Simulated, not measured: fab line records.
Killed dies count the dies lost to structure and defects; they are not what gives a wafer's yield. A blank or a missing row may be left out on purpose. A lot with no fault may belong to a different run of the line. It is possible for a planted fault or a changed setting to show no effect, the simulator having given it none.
fab line records	flow n5_finfet
[record] lots = 11	wafers = 31	last_day = 18
route steps=1938 shown HKMG_FIN@421 PASSIVATION@1936
lots with no fault: from the same line, run without faults
start_h: start of the lot's first displayed wafer, in hours after the record's first day	wait_h: hours elapsed since this lot's preceding step	" same as the row above	L1.1+2: several wafers, shown together as one row	- no value, or no start given	* or withheld: withheld	< > ~ a bound
route shown NAME@n: NAME is a module with steps in the file, n the number in the route of the first one	usual: mean/standard deviation taken from wafers without a fault	same: alike in all rows	chamber/n: place in a boat	sites: readings site by site	_std_site: their standard deviation	_edge_site: the outer-site mean with the inner-site mean subtracted	radius_mm: for every site, how far away it sits from the centre of the wafer	mask NAME#n: copy n	behind: the most recent tool/chamber to have shaped the wafer	hold: what put the lot on hold/how long, in hours/how the hold closed	device: the n, p or np transistor that did not switch	end of line: at the end of the route, the tests of the same wafers	for a step that has no rows: nothing shown but its recipe	killed: at the first sort, the dies lost to defects and structure; wafer yield is something else	map: dies across one wafer; x = killed, . = not, _ = none there
set.NAME: the setting the step ran with; set.NAME@STEP: the setting that earlier step ran with	model.NAME: the simulator's own value behind a step, which no gauge read
one table for each step of the route and one row for each wafer, over a sample of lots
services: from which hour (start_h, from the record's first day; less than 0 if before it) a tool's chamber was out of use, for how many hours, and why
[[steps]]
[step N5_HKMG_FIN_PWFM_ALD_03]
[recipe] material = TiN	target_thk_a = 20	temp_c = 400	ald_precursor_family = TiCl4	ald_co_reactant = NH3	pulse_time_s = 1	purge_time_s = 3	co_reactant_purge_time_s = 2	co_reactant_pulse_time_s = 2	ald_cycles = 91	pressure_torr = 3
[usual] heater_power_w = 900/110	precursor_pulse_height_rel = 0.998/0.021	susceptor_temp_C = 400.03/0.21
lot.wafer	tool	chamber	start_h	wait_h	heater_power_w	precursor_pulse_height_rel	susceptor_temp_C
L144.3	ald_metal-01	0	73.51	0.0	826	0.966	400.27
L144.4	"	3	"	"	912	1.003	400.31
L144.5	"	2	"	"	759	0.991	399.66
L146.1	ald_metal-01	0	90.49	0.0	811	1.006	399.82
L146.2	"	3	"	"	914	0.965	400.16
L146.5	"	1	"	"	913	0.983	399.49
L150.1	ald_metal-01	3	112.12	0.0	915	0.986	400.27
L150.4	"	2	"	"	754	0.982	400.22
L150.5	"	3	"	"	921	1.004	400.25
L157.3	ald_metal-03	2	154.64	0.0	1012	0.994	400.29
L157.4	"	0	"	"	877	0.999	400.06
L157.5	"	1	"	"	1042	1.013	399.81
L159.1	ald_metal-03	2	170.79	0.0	1037	0.989	399.91
L159.3	"	0	"	"	868	1.011	399.85
L159.5	"	2	"	"	977	0.992	400.11
L162.2	ald_metal-03	1	184.30	0.0	1014	0.992	400.01
L162.4	"	2	"	"	995	1.010	400.00
L162.6	"	3	"	"	681	0.962	400.07
L163.2	ald_metal-04	1	191.70	0.0	941	0.997	399.86
L163.6	"	2	"	"	992	0.992	400.35
L164.2	ald_metal-03	2	197.21	0.0	995	0.970	399.84
L164.4	"	3	"	"	702	1.028	399.80
L165.4	ald_metal-01	2	203.83	0.0	744	0.977	399.82
L165.5	"	3	"	"	920	1.033	400.20
L165.6	"	2	"	"	740	1.004	400.04
L166.1	ald_metal-03	2	208.36	0.0	1029	0.977	399.90
L166.3	"	1	"	"	1006	1.010	400.01
L166.5	"	3	"	"	704	1.006	400.05
L167.2	ald_metal-03	1	214.61	0.0	1016	0.990	399.92
L167.3	"	3	"	"	697	0.977	400.16
L167.6	"	1	"	"	1045	0.994	399.76
[step N5_HKMG_FIN_ETCH_31]
[recipe] chemistry = CF4	target = SiARC	target_depth_a = 455	mask_material = CAR-ArF	time_s = 75.8	ion_energy_ev = 80	pressure_mtorr = 40	source_w = 545	bias_w = 36	Ar_flow_sccm = 100	cf4_flow_sccm = 100	ends = cleared
[usual] drypump_motor_current_A = 5.7/0.4	etch_rf_on_time_s = 75.5/1.9	oes_product_au = 0.67/0.084	rf_vpp_V = 183.8/1.1	showerhead_plenum_p_Torr = 2.11/0.05	throttle_valve_pct = 15.61/0.29
lot.wafer	tool	chamber	start_h	wait_h	drypump_motor_current_A	etch_rf_on_time_s	oes_product_au	rf_hours_counter_h	rf_vpp_V	showerhead_plenum_p_Torr	throttle_valve_pct
L144.3	rie_diel-03	1	74.47	0.0	5.9	75.5	0.58	240	184.6	2.19	15.56
L144.4	"	2	"	"	5.8	79.2	0.60	220	183.4	2.04	15.85
L144.5	"	3	"	"	5.8	75.7	0.71	-	184.7	2.16	15.59
L146.1	rie_diel-06	1	91.45	0.0	5.7	73.3	0.60	190	183.1	2.13	15.81
L146.2	"	3	"	"	6.0	77.3	0.59	199	184.1	2.12	15.91
L146.5	"	0	"	"	5.8	75.2	0.70	-	182.7	2.08	15.32
L150.1	rie_diel-01	3	113.46	0.0	6.1	74.5	0.74	52	184.0	2.09	15.12
L150.4	"	1	"	"	6.3	77.9	0.59	230	185.1	2.10	15.76
L150.5	"	2	"	"	5.8	79.5	0.80	-	182.7	2.11	15.50
L157.3	rie_diel-03	1	155.48	0.0	5.9	73.7	0.82	12	184.8	2.18	15.12
L157.4	"	3	"	"	5.8	76.6	0.67	94	184.1	2.15	15.66
L157.5	"	0	"	"	5.2	75.7	0.61	-	182.5	2.04	15.55
L159.1	rie_diel-06	3	171.81	0.0	6.0	77.4	0.57	230	185.3	2.11	15.97
L159.3	"	0	"	"	5.7	75.2	0.67	116	183.0	2.07	15.35
L159.5	"	0	"	"	5.8	75.7	0.67	-	181.9	2.07	15.35
L162.2	rie_diel-06	3	185.26	0.0	6.0	78.5	0.57	234	184.6	2.11	15.98
L162.4	"	0	"	"	5.8	75.6	0.67	120	184.0	2.07	15.35
L162.6	"	0	"	"	5.8	75.8	0.67	-	183.0	2.07	15.37
L163.2	rie_diel-06	0	192.54	0.0	5.7	76.5	0.66	122	183.4	2.07	15.36
L163.6	"	1	"	"	5.8	73.9	0.59	-	184.3	2.12	15.88
L164.2	rie_diel-03	0	198.05	0.0	5.2	74.9	0.61	202	183.2	2.04	15.59
L164.4	"	2	"	"	5.8	76.8	0.82	3	186.3	2.28	15.47
L165.4	rie_diel-01	0	204.79	0.0	4.8	73.3	0.59	241	183.7	2.13	16.13
L165.5	"	1	"	"	6.3	75.5	0.81	-	183.7	2.09	15.32
L165.6	"	2	"	"	5.8	78.9	0.73	-	183.8	2.10	15.57
L166.1	rie_diel-03	1	209.32	0.0	5.8	73.2	0.77	34	185.0	2.17	15.15
L166.3	"	0	"	"	5.2	75.9	0.60	206	181.9	2.04	15.60
L166.5	"	3	"	"	5.8	75.4	0.66	-	183.6	2.14	15.71
L167.2	rie_diel-03	0	215.57	0.0	5.2	76.6	0.59	209	182.2	2.04	15.60
L167.3	"	1	"	"	5.9	74.3	0.77	36	185.0	2.17	15.14
L167.6	"	0	"	"	5.2	76.4	0.60	-	183.6	2.04	15.60
[step N5_HKMG_FIN_ALD_91]
[recipe] material = TiN	target_thk_a = 10	temp_c = 400	ald_precursor_family = TiCl4	ald_co_reactant = NH3	pulse_time_s = 1	purge_time_s = 3	co_reactant_purge_time_s = 2	co_reactant_pulse_time_s = 2	ald_cycles = 47	pressure_torr = 3
[usual] heater_power_w = 893/84	precursor_pulse_height_rel = 1.000/0.02	susceptor_temp_C = 400.05/0.22
lot.wafer	tool	chamber	start_h	wait_h	heater_power_w	precursor_pulse_height_rel	susceptor_temp_C
L144.3	ald_metal-04	2	75.42	0.1	1007	1.000	400.45
L144.4	"	1	"	"	943	0.995	400.28
L144.5	"	2	"	"	991	1.003	400.32
L146.1	ald_metal-01	3	92.40	0.3	911	0.990	399.98
L146.2	"	0	"	"	816	0.976	399.97
L146.5	"	3	"	"	921	0.986	399.90
L150.1	ald_metal-01	1	114.41	0.3	916	1.008	400.23
L150.4	"	2	"	"	965	0.998	440.75
L150.5	"	2	"	"	982	0.965	440.71
L157.3	ald_metal-03	0	156.42	0.1	846	1.026	399.96
L157.4	"	1	"	"	1027	0.988	399.95
L157.5	"	2	"	"	1000	0.988	399.65
L159.1	ald_metal-04	0	172.76	0.3	836	1.020	400.04
L159.3	"	2	"	"	975	1.027	400.36
L159.5	"	0	"	"	857	0.976	400.01
L162.2	ald_metal-01	3	186.24	0.3	926	1.041	400.07
L162.4	"	1	"	"	941	1.004	399.97
L162.6	"	0	"	"	828	1.027	399.81
L163.2	ald_metal-04	2	193.48	0.3	1007	0.981	400.06
L163.6	"	1	"	"	922	0.992	400.26
L164.2	ald_metal-01	3	199.03	0.3	894	1.007	399.77
L164.4	"	1	"	"	926	1.015	400.00
L165.4	ald_metal-04	3	205.73	0.1	940	1.030	399.89
L165.5	"	0	"	"	850	1.000	400.21
L165.6	"	3	"	"	907	0.991	399.65
L166.1	ald_metal-01	3	210.26	0.3	912	0.975	399.67
L166.3	"	1	"	"	917	1.007	400.04
L166.5	"	0	"	"	833	1.006	400.52
L167.2	ald_metal-04	0	216.51	0.3	845	0.981	399.72
L167.3	"	1	"	"	946	1.008	400.06
L167.6	"	0	"	"	837	0.983	399.57
[step N5_HKMG_FIN_STRIP_89]
[recipe] chemistry = N2/H2	material = SOC	time_s = 20	power_w = 500	temp_c = 40	pressure_mtorr = 50	rf_frequency_hz = 6e+07	bias_power_w = 8	h2_frac = 0.5	n2_flow_sccm = 300	h2_flow_sccm = 300
[usual] drypump_motor_current_A = 5.7/0.42	oes_product_au = 0.78/0.097	rf_vpp_V = 54.2/0.9	showerhead_plenum_p_Torr = 3.32/0.086	throttle_valve_pct = 18.9/0.41
lot.wafer	tool	chamber	start_h	wait_h	drypump_motor_current_A	oes_product_au	rf_hours_counter_h	rf_vpp_V	showerhead_plenum_p_Torr	throttle_valve_pct
L144.3	rie_diel-01	1	76.00	0.0	6.3	0.70	217	54.4	3.29	18.8
L144.4	"	3	"	"	6.1	0.88	-	54.5	3.28	18.4
L144.5	"	1	"	"	6.4	0.70	-	53.0	3.29	18.8
L146.1	rie_diel-03	2	92.80	0.0	5.8	0.69	225	53.9	3.19	19.1
L146.2	"	1	"	"	5.9	0.68	246	54.8	3.44	18.7
L146.5	"	1	"	"	5.9	0.69	-	55.8	3.44	18.7
L150.1	rie_diel-01	2	114.87	0.0	5.8	0.93	7	54.8	3.28	18.7
L150.4	"	3	"	"	6.1	0.87	53	55.0	3.27	18.5
L150.5	"	3	"	"	6.1	0.87	-	54.6	3.27	18.5
L157.3	rie_diel-03	0	156.88	0.0	5.2	0.72	185	54.8	3.23	19.3
L157.4	"	3	"	"	5.8	0.80	95	56.0	3.40	19.5
L157.5	"	0	"	"	5.2	0.71	-	54.6	3.23	19.3
L159.1	rie_diel-03	1	173.22	0.0	5.9	0.94	20	53.5	3.43	18.3
L159.3	"	3	"	"	5.8	0.80	103	54.3	3.40	19.5
L159.5	"	1	"	"	5.9	0.93	-	54.9	3.43	18.3
L162.2	rie_diel-06	0	186.64	0.0	5.8	0.79	121	53.2	3.23	18.5
L162.4	"	3	"	"	6.0	0.67	234	54.6	3.31	19.4
L162.6	"	0	"	"	5.8	0.79	-	55.4	3.23	18.5
L163.2	rie_diel-03	0	193.89	0.0	5.2	0.72	201	54.4	3.22	19.3
L163.6	"	1	"	"	5.9	0.92	-	53.7	3.42	18.3
L164.2	rie_diel-03	0	199.43	0.0	5.2	0.70	203	55.3	3.22	19.3
L164.4	"	1	"	"	5.9	0.91	31	54.7	3.42	18.3
L165.4	rie_diel-03	0	206.17	0.0	5.2	0.70	-	52.9	3.22	19.3
L165.5	"	1	"	"	5.9	0.90	-	54.1	3.42	18.3
L165.6	"	3	"	"	5.8	0.79	-	53.7	3.39	19.5
L166.1	rie_diel-06	0	210.66	0.0	5.8	0.79	126	55.6	3.22	18.5
L166.3	"	1	"	"	5.7	0.69	227	53.2	3.29	19.1
L166.5	"	1	"	"	5.8	0.69	-	54.5	3.29	19.1
L167.2	rie_diel-03	1	217.00	0.0	5.9	0.89	38	53.4	3.42	18.3
L167.3	"	3	"	"	5.8	0.78	120	54.5	3.39	19.5
L167.6	"	0	"	"	5.2	0.70	-	53.5	3.22	19.4
[step N5_PASSIVATION_PROBE_49]
[usual] killed_at_M0_to_M3 = 35/11	killed_at_M4_up = 14/5.4	killed_at_contacts = 13/6	killed_at_front_end = 38/11	killed_at_other = 3.4/2.6	killed_dies = 104/19	killed_open = 68/13	killed_short = 34/8.5
[same] gross_dies = 1180	killed_at_back_side = 0
lot.wafer	tool	chamber	start_h	wait_h	killed_at_M0_to_M3	killed_at_M4_up	killed_at_contacts	killed_at_front_end	killed_at_other	killed_dies	killed_open	killed_short
L157.3	prober-01	-	395.66	0.1	44	6	20	36	6	112	75	34
L162.2	prober-02	-	408.33	0.1	37	17	16	23	3	96	72	24
L162.4	prober-02	-	408.43	0.2	67	19	24	30	2	142	97	43
L162.6	prober-02	-	408.53	0.3	35	5	10	28	3	81	63	18
// killed by level:class
L157.3 MOL_CONTACT_COAG:geometric_particle:open=19 BEOL_M2:geometric_particle:open=9 STI_FIN_REVEAL:geometric_particle:open=8 BEOL_M0_SAQP:geometric_particle:open=8 BEOL_M1:geometric_particle:open=6 BEOL_M2:geometric_particle:short=6 FIN_SAQP:geometric_particle:short=5 ILD0:geometric_particle:short=5
L162.2 BEOL_M2:geometric_particle:open=17 MOL_CONTACT_COAG:geometric_particle:open=12 FIN_SAQP:geometric_particle:open=8 BEOL_M4:geometric_particle:open=7 FIN_SAQP:geometric_particle:short=4 DUMMY_GATE:geometric_particle:open=4 MOL_CONTACT_COAG:geometric_particle:short=4 BEOL_M0_SAQP:geometric_particle:short=4
L162.4 MOL_CONTACT_COAG:geometric_particle:open=18 BEOL_M2:geometric_particle:open=18 BEOL_M0_SAQP:geometric_particle:short=18 STI_FIN_REVEAL:geometric_particle:open=11 BEOL_M0_SAQP:geometric_particle:open=10 BEOL_M1:geometric_particle:open=10 BEOL_M4:geometric_particle:open=10 MOL_CONTACT_COAG:geometric_particle:short=6
L162.6 BEOL_M2:geometric_particle:open=20 FIN_SAQP:geometric_particle:open=8 MOL_CONTACT_COAG:geometric_particle:open=8 BEOL_M0_SAQP:geometric_particle:open=7 FIN_SAQP:geometric_particle:short=6 STI_FIN_REVEAL:geometric_particle:open=5 BEOL_M3:geometric_particle:open=4 BEOL_M0:geometric_particle:open=3
[[services]]
tool	chamber	start_h	hours	kind
rie_diel-01	2	75.48	-	clean
rie_diel-01	2	75.48	-	consumable_replace:focus_ring
rie_diel-01	2	75.48	20.9	scheduled_down
rie_diel-01	2	75.48	20.9	vent_cycle
rie_diel-06	0	76.12	3.5	repair
ald_metal-01	2	76.26	23.7	repair
rie_diel-03	1	104.01	-	clean
rie_diel-03	1	104.01	-	consumable_replace:focus_ring
rie_diel-03	1	104.01	17.7	scheduled_down
rie_diel-03	1	104.01	17.7	vent_cycle
ald_metal-04	-	109.86	1.2	repair
rie_diel-06	2	127.22	13.3	repair
rie_diel-01	3	129.40	7.0	repair
ald_metal-04	-	142.28	0.9	repair
rie_diel-06	1	153.08	4.2	repair
rie_diel-03	2	157.10	-	clean
rie_diel-03	2	157.10	-	consumable_replace:esc
rie_diel-03	2	157.10	-	consumable_replace:focus_ring
rie_diel-03	2	157.10	-	consumable_replace:showerhead
rie_diel-03	2	157.10	28.5	scheduled_down
rie_diel-03	2	157.10	28.5	vent_cycle
ald_metal-03	0	192.97	25.3	repair
rie_diel-03	2	201.74	28.7	repair
rie_diel-06	1	214.36	13.2	repair
[[key]]
[first_sign] step = N5_HKMG_FIN_ALD_91	reading = susceptor_temp_C	direction = up	sigmas = 99+	usual = *	struck = *
effect none on later readings
met_at N5_HKMG_FIN_ALD_91
struck_lots L150
struck_wafers L150.4,L150.5
tester_left_out L150
[baseline_loss] step = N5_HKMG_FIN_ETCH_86	wafers = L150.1
not_acting_at N5_HKMG_FIN_PWFM_ALD_03,N5_HKMG_FIN_ETCH_31,N5_HKMG_FIN_STRIP_89
[fault] kind = process_parameter_drift	tool = ald_metal-01	chamber = 2	onset_h = 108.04	steps = N5_HKMG_FIN_ALD_91	channel = temp_c	offset = *	shape = step	end_h = 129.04	acts_in = *	stated = *
// tester_left_out: of these lots the tester's yield and bins aren't shown, on N5 and GAA mostly nor the transistor test; their killed dies are dies lost to structure and defects alone, not to doping, threshold or leakage, so they don't give the yield
// baseline_loss: these wafers lose ten dies or more at that step, a loss of the line's own and not of a fault; the sort's usual values leave them out
